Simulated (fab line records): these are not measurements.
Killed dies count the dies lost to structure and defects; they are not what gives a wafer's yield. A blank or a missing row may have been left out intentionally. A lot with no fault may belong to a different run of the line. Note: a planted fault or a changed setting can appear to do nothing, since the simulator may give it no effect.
fab line records	flow n5Finfet
record lots=5	wafers=15	lastDay=20
route steps=1938 shown BEOL_M0@719 BEOL_M1@751 PASSIVATION@1936
lots that met no fault: taken from a fault-free run of the same line
startH: hours from the record's opening day to when the first of the lot's shown wafers began	waitH: hours elapsed since this lot's preceding step	" as in the row above	L1.1+2: one row covering several wafers at once	- value missing, or start not given	* or withheld: withheld	< > ~ a bound
route shown NAME@n: names a module that has steps shown in the file, with the first one's number in the route	usual: the fault-free wafers' mean and standard deviation	same: alike in all rows	chamber/n: place in a boat	sites: readings site by site	_std_site: standard deviation across them	_edge_site: inner sites' mean taken away from outer sites' mean	radiusMm: for every site, how far away it sits from the centre of the wafer	mask NAME#n: copy n	behind: the last tool/chamber to shape the wafer	hold: reason for holding the lot/hours on hold/outcome of the hold	device: the transistor (n, p or np) that didn't switch	end of line: the tests these same wafers got at the end of their route	a step with no rows: only its recipe	killed: not the wafer's yield, but the dies lost to structure and defects at the first sort	map: the dies of a wafer, with x for killed, . for not killed, _ for no die there
set.NAME: the run value of the setting; set.NAME@STEP: its run value at that earlier step	model.NAME: the simulator's own value behind a step, which no gauge read
a table for each step, a row for each wafer; lots at some steps of the route
services: the hour from which a tool's chamber was out of use, counted from the record's first day as startH (under 0 if before that day), plus the number of hours and why
## steps
# step N5_BEOL_M0_WET_ETCH_106
# recipe chemistry=DHF	dilution=10:1	tempC=25	target=SiO2	targetDepthA=1300	dry=ipaMarangoni	rinseTimeS=30	rinseTempC=23
# step N5_BEOL_M0_ETCH_128
# recipe chemistry=CF4/N2	targetDepthA=120	overetchA=51	target=SiCN	timeS=21.4	ionEnergyEv=150	pressureMtorr=40	sourceW=430	biasW=70	Ar_flow_sccm=100	cf4FlowSccm=60	n2FlowSccm=60
# step N5_BEOL_M0_TRENCH_ETCH_107
# recipe chemistry=C4F6/O2	targetDepthA=328	target=SiOC	timeS=16.4	ionEnergyEv=250	pressureMtorr=30	sourceW=355	biasW=185	Ar_flow_sccm=300	C4F6_flow_sccm=10	O2_flow_sccm=10
# step N5_BEOL_M0_STRIP_142
# recipe chemistry=N2/H2	timeS=10	powerW=450	tempC=40	pressureMtorr=20	rfFrequencyHz=6e+07	biasPowerW=7	n2FlowSccm=200	h2FlowSccm=200
# step N5_BEOL_M0_OCD_MEAS_108
# usual trenchDepthNm=32.7/0.66
lot.wafer	tool	chamber	startH	waitH	trenchDepthNm
L769.2	ocd-02	-	131.57	0.1	32.4
L769.4	"	-	"	"	32.3
L769.6	"	-	"	"	31.6
L778.1	ocd-02	-	191.18	0.1	32.9
L778.2	"	-	"	"	33.0
L778.6	"	-	"	"	32.6
L782.1	ocd-01	-	210.93	0.1	33.3
L782.5	"	-	"	"	33.0
L782.6	"	-	"	"	31.8
L783.1	ocd-02	-	215.26	0.1	32.3
L783.2	"	-	"	"	31.9
L783.4	"	-	"	"	32.3
L789.4	ocd-02	-	258.82	0.0	34.1
L789.5	"	-	"	"	32.8
L789.6	"	-	"	"	33.4
# step N5_BEOL_M0_HM_STRIP_129
# recipe chemistry=peroxideTinStrip	material=TiN	targetDepthA=170	tempC=50	timeS=108
# step N5_BEOL_M0_SRD_130
# recipe timeS=30	tempC=23	rinseLiquid=diw	dry=ipaMarangoni
# step N5_BEOL_M0_ETCH_109
# recipe chemistry=CH3F/O2	targetDepthA=80	overetchA=24	target=SiCN	timeS=27.4	ionEnergyEv=120	pressureMtorr=30	sourceW=395	biasW=75	Ar_flow_sccm=150	CH3F_flow_sccm=30	O2_flow_sccm=20
# usual drypumpMotorCurrentA=5.6/0.45	mfcArSccm=150.0/0.47	oesProductAu=0.66/0.065	rfVppV=297.6/1.8	showerheadPlenumPTorr=2.02/0.075	throttleValvePct=16.28/0.19
lot.wafer	tool	chamber	startH	waitH	drypumpMotorCurrentA	mfcArSccm	oesProductAu	rfHoursCounterH	rfVppV	showerheadPlenumPTorr	throttleValvePct
L769.2	rieDiel-02	3	131.72	0.0	5.6	150.0	0.60	218	296.9	2.08	16.26
L769.4	"	0	"	"	5.3	149.8	0.64	169	297.2	2.01	16.22
L769.6	"	1	"	"	5.7	150.2	0.69	-	294.4	1.94	16.22
L778.1	rieDiel-01	0	191.82	0.5	4.9	149.9	0.62	198	297.6	1.99	16.43
L778.2	"	1	"	"	5.3	150.0	0.59	250	296.2	1.95	16.50
L778.6	"	3	"	"	4.9	150.4	0.73	-	299.7	2.11	16.01
L782.1	rieDiel-02	1	211.04	0.0	5.7	151.2	0.65	143	295.9	1.93	16.25
L782.5	"	0	"	"	5.3	150.5	0.63	-	297.8	2.00	16.27
L782.6	"	3	"	"	5.7	150.8	0.60	-	298.8	2.07	16.30
L783.1	rieDiel-01	3	215.40	0.1	4.9	150.2	0.71	70	299.6	2.10	16.02
L783.2	"	1	"	"	5.3	149.6	0.81	1	295.7	1.95	16.03
L783.4	"	0	"	"	4.9	149.3	0.61	209	296.3	1.99	16.46
L789.4	rieDiel-04	2	259.26	0.4	5.7	150.5	0.68	102	294.6	1.95	16.25
L789.5	"	3	"	"	5.8	150.0	0.62	-	297.4	2.00	16.31
L789.6	"	0	"	"	5.7	149.2	0.75	-	299.9	2.10	16.03
# step N5_BEOL_M0_STRIP_139
# recipe chemistry=postEtchResidueRemover	timeS=60	tempC=25	removerPh=withheld	removerWaterWtPct=withheld	removerFluorideWtPct=withheld
# step N5_BEOL_M0_SRD_111
# recipe timeS=30	tempC=23	rinseLiquid=diw	dry=ipaMarangoni
# step N5_BEOL_M0_DEGAS_112
# recipe ambient=vacuum	tempC=250	timeS=60
# step N5_BEOL_M0_PRE_CLEAN_113
# recipe gas=H2/He	timeS=30	tempC=250
# usual heaterPowerW=346/34	susceptorTempC=249.97/0.16
lot.wafer	tool	chamber	startH	waitH	heaterPowerW	susceptorTempC
L769.2	pvdSputter-03	-	132.42	0.0	387	249.96
L769.4	"	-	"	"	322	249.92
L769.6	"	-	"	"	301	250.02
L778.1	pvdSputter-01	-	192.25	0.0	377	249.64
L778.2	"	-	"	"	349	250.11
L778.6	"	-	"	"	349	249.92
L782.1	pvdSputter-02	-	213.67	0.0	313	250.03
L782.5	"	-	"	"	310	249.96
L782.6	"	-	"	"	336	250.07
L783.1	pvdSputter-01	-	216.01	0.0	342	249.84
L783.2	"	-	"	"	387	250.02
L783.4	"	-	"	"	371	250.30
L789.4	pvdSputter-01	-	260.99	0.0	386	250.46
L789.5	"	-	"	"	386	250.33
L789.6	"	-	"	"	346	249.89
# step N5_BEOL_M0_ALD_136
# recipe material=TaN	targetThkA=*	tempC=275	aldPrecursorFamily=PDMAT	aldCoReactant=NH3	pressureTorr=3	carrierFlowSccm=1500	pulseTimeS=2	purgeTimeS=3	coReactantPurgeTimeS=2	coReactantPulseTimeS=3	aldCycles=30	precursorVesselTempC=75	precursorVesselPressureTorr=26.25	precursorVesselCarrierSccm=1000
# usual heaterPowerW=418/27	susceptorTempC=275.02/0.18
lot.wafer	tool	chamber	startH	waitH	heaterPowerW	susceptorTempC
L769.2	aldMetal-03	3	132.49	0.0	387	275.01
L769.4	"	2	"	"	443	275.00
L769.6	"	1	"	"	394	274.90
L778.1	aldMetal-04	2	192.44	0.2	473	274.86
L778.2	"	1	"	"	369	274.70
L778.6	"	3	"	"	393	275.10
L782.1	aldMetal-03	1	213.96	0.3	385	275.28
L782.5	"	2	"	"	464	275.19
L782.6	"	1	"	"	380	275.36
L783.1	aldMetal-01	0	216.08	0.1	419	275.30
L783.2	"	1	"	"	430	275.12
L783.4	"	3	"	"	409	275.06
L789.4	aldMetal-01	1	261.16	0.1	433	274.88
L789.5	"	0	"	"	413	274.97
L789.6	"	2	"	"	428	274.78
# step N5_BEOL_M0_SURFACE_TREAT_137
# recipe gas=Ar	timeS=*	ionEnergyEv=*	ionCurrentMaCm2=0.5	pressureMtorr=*	arFlowSccm=30
# step N5_BEOL_M0_CVD_115
# recipe material=Co	targetThkA=*	tempC=withheld	precursor=CCTBA/H2	pressureTorr=30	timeS=120
# step N5_BEOL_M0_SPUTTER_116
# recipe material=Cu	targetThkA=40	tempC=-20	chamberPressurePa=0.07	powerW=withheld	timeS=7.37
# step N5_BEOL_M0_ANNEAL_117
# recipe tempC=400	timeS=60	ambient=vacuum
# step N5_BEOL_M0_SPUTTER_132
# recipe material=Cu	targetThkA=40	tempC=-20	chamberPressurePa=0.07	powerW=withheld	timeS=7.37
# step N5_BEOL_M0_ANNEAL_133
# recipe tempC=400	timeS=60	ambient=vacuum
# step N5_BEOL_M0_SPUTTER_134
# recipe material=Cu	targetThkA=40	tempC=-20	chamberPressurePa=0.07	powerW=withheld	timeS=7.37
# step N5_BEOL_M0_ANNEAL_135
# recipe tempC=400	timeS=60	ambient=vacuum
# step N5_BEOL_M0_SPUTTER_141
# recipe material=Cu	targetThkA=40	tempC=-20	chamberPressurePa=0.07	powerW=withheld	timeS=7.37
# usual susceptorTempC=-20.00/0.099	throttleValvePct=30.3/0.99
lot.wafer	tool	chamber	startH	waitH	susceptorTempC	throttleValvePct
L769.2	pvdSputter-01	-	133.56	0.0	-19.98	31.5
L769.4	"	-	"	"	-19.97	29.4
L769.6	"	-	"	"	-20.05	31.4
L778.1	pvdSputter-02	-	193.98	0.0	-19.96	29.4
L778.2	"	-	"	"	-20.05	30.2
L778.6	"	-	"	"	-20.05	28.1
L782.1	pvdSputter-01	-	215.29	0.0	-19.99	31.8
L782.5	"	-	"	"	-20.05	31.1
L782.6	"	-	"	"	-19.95	31.5
L783.1	pvdSputter-02	-	218.43	0.0	-19.99	29.6
L783.2	"	-	"	"	-19.84	29.9
L783.4	"	-	"	"	-19.94	28.0
L789.4	pvdSputter-03	-	261.94	0.0	-20.07	29.3
L789.5	"	-	"	"	-19.98	30.9
L789.6	"	-	"	"	-20.14	31.3
# step N5_BEOL_M0_ECD_118
# recipe material=Cu	targetThkA=3000
# step N5_BEOL_M0_ANNEAL_119
# recipe tempC=225	timeS=90	ambient=N2
# step N5_BEOL_M0_CMP_120
# recipe stopOn=SiOC	tOverpolishS=6.9	downForcePsi=1	platenRpm=50	clearingPlatenDownForcePsi=1.5	clearingPlatenRpm=50	postCmpClean=cuAlkaline	clearingPlatenPadVelocityMS=0.99484	padVelocityMS=0.99484
# usual barrierFieldEndpointS=3.68/0.14	motorCurrentA=6.0/0.43	overpolishRunS=6.901/0.0092	slurryFilterDpKPa=13.52/0.14	timeToEndpointS=63/3
# same tOverpolishS=6.9
lot.wafer	tool	chamber	startH	waitH	barrierFieldEndpointS	motorCurrentA	overpolishRunS	slurryFilterDpKPa	timeToEndpointS
L769.2	cmp-02	0	134.29	0.2	3.81	6.3	6.917	13.40	64
L769.4	"	1	"	"	3.68	5.7	6.901	13.47	64
L769.6	"	0	"	"	3.69	5.8	6.902	13.39	63
L778.2	cmp-02	2	194.47	0.2	3.51	6.4	6.884	13.71	63
L778.1	"	0	"	"	3.54	6.1	6.896	13.38	62
L778.6	"	3	"	"	3.52	5.9	6.915	13.63	61
L782.1	cmp-03	2	216.85	0.3	3.80	5.1	6.901	13.52	60
L782.6	"	2	"	"	3.64	5.3	6.911	13.44	63
L782.5	"	3	"	"	3.74	6.1	6.901	13.62	57
L783.4	cmp-03	1	218.96	0.2	3.68	5.5	6.907	13.62	64
L783.1	"	2	"	"	3.83	5.4	6.900	13.44	62
L783.2	"	3	"	"	3.67	6.2	6.915	13.56	59
L789.4	cmp-02	1	262.62	0.3	3.63	6.0	6.913	13.65	61
L789.5	"	2	"	"	3.65	6.3	6.894	13.59	59
L789.6	"	3	"	"	3.42	5.7	6.912	13.70	62
# step N5_BEOL_M0_PRE_CLEAN_131
# recipe gas=NH3/H2	timeS=15	tempC=*	rfPowerW=300
# step N5_BEOL_M0_CO_CAP_123
# recipe material=Co	targetThkA=20	tempC=200	precursor=CCTBA/H2	pressureTorr=30	timeS=102.1
# usual heaterPowerW=219/18	susceptorTempC=200.01/0.16
lot.wafer	tool	chamber	startH	waitH	heaterPowerW	susceptorTempC
L769.2	cvdCo-02	0	134.66	0.0	237	200.05
L769.4	"	1	"	"	247	199.86
L769.6	"	2	"	"	223	199.88
L778.1	cvdCo-02	0	194.85	0.0	235	199.96
L778.2	"	1	"	"	250	199.95
L778.6	"	1	"	"	248	199.83
L782.1	cvdCo-02	1	217.22	0.0	250	200.03
L782.5	"	0	"	"	241	200.04
L782.6	"	2	"	"	220	199.81
L783.1	cvdCo-02	2	219.32	0.0	224	199.94
L783.2	"	1	"	"	248	199.85
L783.4	"	2	"	"	221	199.92
L789.4	cvdCo-01	1	262.91	0.0	218	199.93
L789.5	"	0	"	"	224	200.35
L789.6	"	2	"	"	196	199.88
# step N5_BEOL_M0_PRE_CLEAN_124
# recipe gas=NH3	timeS=15	tempC=withheld	rfPowerW=300
# step N5_BEOL_M0_DEP_125
# recipe material=SiCN	targetThkA=80	tempC=withheld	precursor=3MS/NH3	pressureTorr=3	rfW=202	timeS=14
# step N5_BEOL_M0_RS_MEAS_126
# recipe thkMeasGauge=four-point-probe	reads=Co_of_BEOL_M0_CO_CAP_123+Cu_of_BEOL_M0_ECD_118+Co_of_BEOL_M0_CVD_115+TaN_of_BEOL_M0_ALD_136
# usual M0_RS=0.525/0.017
lot.wafer	tool	chamber	startH	waitH	M0_RS[ohm/sq]
L769.2	filmMetro-01	-	134.88	0.1	0.521
L769.4	"	-	"	"	0.488
L769.6	"	-	"	"	0.522
L778.1	filmMetro-01	-	195.03	0.0	0.525
L778.2	"	-	"	"	0.527
L778.6	"	-	"	"	0.493
L782.1	filmMetro-01	-	217.41	0.0	0.556
L782.5	"	-	"	"	0.535
L782.6	"	-	"	"	0.541
L783.1	filmMetro-02	-	219.51	0.0	0.531
L783.2	"	-	"	"	0.544
L783.4	"	-	"	"	0.510
L789.4	filmMetro-02	-	263.06	0.0	0.508
L789.5	"	-	"	"	0.519
L789.6	"	-	"	"	0.547
# step N5_BEOL_M1_ILD_DEP_00
# recipe material=SiOC	targetThkA=790	tempC=350	precursor=DEMS/O2	pressureTorr=5	rfW=500	timeS=15.3
# step N5_BEOL_M1_THK_MEAS_01
# recipe reads=SiOC_of_BEOL_M1_ILD_DEP_00
# usual M1_ILD_THK=79.2/1.2
lot.wafer	tool	chamber	startH	waitH	M1_ILD_THK[nm]
L769.2	filmMetro-01	-	135.00	0.1	79.4
L769.4	"	-	"	"	80.2
L769.6	"	-	"	"	78.6
L778.1	filmMetro-02	-	195.16	0.0	76.6
L778.2	"	-	"	"	78.0
L778.6	"	-	"	"	79.8
L782.1	filmMetro-01	-	217.55	0.1	78.7
L782.5	"	-	"	"	79.5
L782.6	"	-	"	"	80.7
L783.1	filmMetro-01	-	219.64	0.0	78.3
L783.2	"	-	"	"	77.0
L783.4	"	-	"	"	77.8
L789.4	filmMetro-02	-	263.19	0.0	80.2
L789.5	"	-	"	"	81.1
L789.6	"	-	"	"	80.0
# step N5_BEOL_M1_PECVD_72
# recipe material=SiO2	targetThkA=160	tempC=400	precursor=TEOS/O2	pressureTorr=5.5	rfW=450	teosFlowSccm=53.8	gas=O2	flowSccm=3000	timeS=18
# step N5_BEOL_M1_HM_DEP_02
# recipe material=TiN	targetThkA=200	tempC=25	chamberPressurePa=0.49996
# step N5_BEOL_M1_COAT_61
# recipe resist=SOC	tempC=250	timeS=60	spinRpm=1500	resistThkNm=60
# step N5_BEOL_M1_COAT_62
# recipe resist=SiARC	tempC=220	timeS=60	spinRpm=1500	resistThkNm=12
# step N5_BEOL_M1_COAT_73
# recipe resist=underlayer	tempC=205	timeS=60	spinRpm=1500	resistThkNm=5
# step N5_BEOL_M1_COAT_05
# recipe resist=CAR-EUV	spinRpm=1500	resistThkNm=30
# step N5_BEOL_M1_EBR_07
# recipe solvent=PGMEA	ebrWidthMm=1.5
# step N5_BEOL_M1_SOFTBAKE_06
# recipe tempC=110	timeS=60	resist=CAR-EUV
# step N5_PASSIVATION_PROBE_49
# usual defectLimitedYield=91.1/1.4	killed_at_M0_to_M3=32/9.3	killed_at_M4_up=13/5.8	killedAtContacts=12/6.3	killedAtFrontEnd=44/12	killedAtOther=3.6/2.7	killedDies=104/17	killedOnRim=14/3.9	killedOpen=69/13	killedShort=34/6.9	sort_bin_4_leakage=0.00/0.031	sort_bin_5_function=5.2/0.98	sort_bin_6_memory=3.3/0.59	sortNPass=1075/17	sortYieldPct=91.1/1.4
# same grossDies=1180	killedAtBackSide=0	sort_bin_8_speed[%]=0
lot.wafer	tool	chamber	startH	waitH	defectLimitedYield[%]	killed_at_M0_to_M3	killed_at_M4_up	killedAtContacts	killedAtFrontEnd	killedAtOther	killedDies	killedOnRim	killedOpen	killedShort	sort_bin_4_leakage[%]	sort_bin_5_function[%]	sort_bin_6_memory[%]	sortNPass	sortYieldPct[%]
L769.2	prober-02	-	318.97	0.1	90.5	45	13	1	47	6	112	21	71	37	0	5.3	3.3	1068	90.5
L769.4	prober-02	-	319.07	0.2	83.5	124	3	4	59	5	195	30	64	38	0	8.5	4.1	985	83.5
L769.6	prober-02	-	319.17	0.3	93.7	33	5	5	28	3	74	10	44	29	0	4.0	2.0	1106	93.7
L778.1	prober-02	-	360.80	0.0	93.4	15	17	17	29	0	78	11	55	23	0	4.3	2.1	1102	93.4
L778.2	prober-02	-	360.85	0.1	90.8	43	12	19	32	2	108	20	65	35	0	5.0	3.6	1072	90.8
L778.6	prober-02	-	361.05	0.3	92.8	40	8	7	28	2	85	13	52	32	0	4.0	3.0	1095	92.8
L782.1	prober-02	-	376.18	0.0	91.4	33	8	4	54	3	102	10	68	33	0	5.0	3.5	1078	91.4
L782.5	prober-02	-	376.38	0.2	89.8	51	8	12	47	2	120	15	88	30	0	6.1	3.6	1060	89.8
# killed by level:class
L769.2 BEOL_M3:geometricParticle:open=14 STI_FIN_REVEAL:geometricParticle:open=11 BEOL_M2:geometricParticle:open=10 BEOL_M3:geometricParticle:short=9 FIN_SAQP:geometricParticle:open=8 BEOL_M4:geometricParticle:open=7 FIN_SAQP:geometricParticle:short=5 BEOL_M1:geometricParticle:open=5
L769.4 BEOL_M0:unspecified=93 STI_FIN_REVEAL:geometricParticle:open=16 FIN_SAQP:geometricParticle:open=11 BEOL_M0_SAQP:geometricParticle:short=11 FIN_SAQP:geometricParticle:short=7 BEOL_M1:geometricParticle:open=6 BEOL_M3:geometricParticle:open=6 BEOL_M0_SAQP:geometricParticle:open=5
L769.6 BEOL_M3:geometricParticle:open=14 FIN_SAQP:geometricParticle:short=7 BEOL_M0_SAQP:geometricParticle:short=7 BEOL_M0_SAQP:geometricParticle:open=6 ILD0:geometricParticle:short=5 FIN_SAQP:geometricParticle:open=4 MOL_CONTACT_COAG:geometricParticle:open=4 STI_FIN_REVEAL:geometricParticle:open=3
L778.1 MOL_CONTACT_COAG:geometricParticle:open=13 BEOL_M4:geometricParticle:open=9 FIN_SAQP:geometricParticle:open=6 BEOL_M1:geometricParticle:open=5 FIN_SAQP:geometricParticle:short=4 STI_FIN_REVEAL:geometricParticle:open=4 DUMMY_GATE:geometricParticle:open=4 MOL_CONTACT_COAG:geometricParticle:short=4
L778.2 MOL_CONTACT_COAG:geometricParticle:open=13 BEOL_M0_SAQP:geometricParticle:open=9 BEOL_M0_SAQP:geometricParticle:short=8 BEOL_M4:geometricParticle:open=7 BEOL_M2:geometricParticle:open=7 BEOL_M3:geometricParticle:open=7 HKMG_FIN:areaEtch=6 STI_FIN_REVEAL:geometricParticle:open=5
L778.6 BEOL_M2:geometricParticle:open=12 BEOL_M0_SAQP:geometricParticle:open=9 BEOL_M0_SAQP:geometricParticle:short=8 FIN_SAQP:geometricParticle:open=6 FIN_SAQP:geometricParticle:short=5 MOL_CONTACT_COAG:geometricParticle:open=5 BEOL_M4:geometricParticle:open=5 STARTING-WAFER:geometricParticle:open=4
L782.1 STI_FIN_REVEAL:geometricParticle:open=21 BEOL_M3:geometricParticle:open=8 FIN_SAQP:geometricParticle:short=7 BEOL_M2:geometricParticle:open=6 FIN_SAQP:geometricParticle:open=5 GATE_CUT:geometricParticle:short=5 BEOL_M0_SAQP:geometricParticle:open=5 STI_FIN_REVEAL:geometricParticle:short=4
L782.5 MOL_CONTACT_COAG:geometricParticle:open=12 BEOL_M2:geometricParticle:open=12 BEOL_M3:geometricParticle:open=12 FIN_SAQP:geometricParticle:open=10 BEOL_M0_SAQP:geometricParticle:open=8 FIN_SAQP:geometricParticle:short=7 BEOL_M0_SAQP:geometricParticle:short=7 STI_FIN_REVEAL:geometricParticle:open=6
# map L769.4 (x killed, . not)
_________________x..........x________________
______________..........x.x....._____________
___________x.......................__________
__________...................x......_________
________...x.......x...x.............._______
_______.......xx.........x....x........______
______x.x.x..x..............x..........._____
_____xx....x..x.....................x....____
____xxxxxx..xx.x......x.....x.......x.....___
___xxxxxxxx........x.x...x...........x.....__
___xxxxxx...x...x.x...................x....__
__xxxxxxxx....x..........x.................._
__xxxxxxxxx.xx..x...xx..............x..x.x.._
_xxxxxxxxxxx...............x..........x......
_xxxxxxxxxx......................x.......x...
_xxxxxxxxxx....x........x....................
_xxxxxx.x.......x.......x..........x.........
_xxxx.xx...........x........................x
_xx.xx.x....................x..x......x......
_.xx.......................x.................
_..x....x.........x.......x.............x....
__x.............xx.....x................x..._
__.......x..............x..................._
___..........xx..........x.................__
___.x.....x...............x.............x..__
____........x.x...........................___
_____.x.........x.x.......x...x.........x____
______......x..x.................x.x...._____
_______............x...................______
________..................x..........._______
__________...x............x....x...._________
___________.x.......x....x..x......__________
______________.......x.x.......x_____________
_________________x.........x.________________
# map L782.5 (x killed, . not)
_________________....x.......________________
______________..x........x......_____________
___________.....x..................__________
__________.........x.....x.........x_________
________.x...........................x_______
_______xx..x...........x........x......______
______.................................._____
_____....x....x................x.........____
____...x..........................x.x.....___
___....x.x.......x.........x..x............__
___.x...x..................................__
__.....x...................x...........x...._
__........x..........................x.x...._
_x...x....x...........x......................
_..x....x.....x...............xx...........xx
_......x.........x...x...x...x..x..........x.
_..x.......x..........x..x.......x....x..x...
_.............x....x...x...x.................
_..............x.x....x..............xx...x..
_........x...............x....x..x...........
_..x.xx....x......x.x.............x........x.
__...x..x......x.x.x.......................x_
__...........x.....x.......x..............x._
___...........x.x.................x.x....x.__
___....x.........................x..x..x...__
____...........x..........................___
_____.............x.x......x.............____
______......x....x....x...x.x.x......x.x_____
_______........x...x.x.................______
________....................x........._______
__________................xx........_________
___________......x.................__________
______________...x.............._____________
_________________...x........________________
## services
tool	chamber	startH	hours	kind
rieDiel-04	1	107.92	4.6	repair
aldMetal-01	1	108.04	4.5	repair
cmp-02	-	112.12	4.4	pm
pvdSputter-01	-	119.50	1.5	repair
aldMetal-03	-	121.82	2.0	repair
cvdCo-01	0	127.72	16.8	repair
cmp-02	-	150.48	1.0	repair
aldMetal-04	3	157.27	3.0	repair
cvdCo-02	-	157.45	0.8	repair
rieDiel-04	2	158.20	4.0	repair
aldMetal-04	3	167.58	2.0	repair
rieDiel-04	1	175.91	66.9	repair
cmp-03	-	185.38	1.5	repair
cvdCo-01	0	186.88	23.8	repair
cmp-03	-	190.72	0.2	repair
cmp-03	-	210.84	0.7	repair
rieDiel-01	-	218.42	14.6	pm
cvdCo-02	-	222.41	14.6	pm
cmp-03	-	224.37	63.0	repair
cmp-02	-	224.86	4.0	pm
aldMetal-03	3	229.57	6.1	repair
aldMetal-03	-	236.13	1.1	repair
aldMetal-01	3	259.45	5.5	repair
aldMetal-03	-	260.28	2.8	pm
## key
firstSign step=N5_PASSIVATION_PROBE_49	reading=killed_at_M0_to_M3	direction=up	sigmas=9.9	usual=32	struck=124
effect step=N5_PASSIVATION_PROBE_49	reading=defectLimitedYield	direction=down	sigmas=5.4	usual=91.1	struck=83.5
moreKillsBornAt N5_BEOL_M0_ALD_136@aldMetal-03=93
metAt N5_BEOL_M0_ALD_136
struckWafers L769.4
fault kind=chamberParticleSource	tool=aldMetal-03	chamber=2	onsetH=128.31	steps=N5_BEOL_M0_ALD_136	ratePerVisitCm2=2.111	endH=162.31
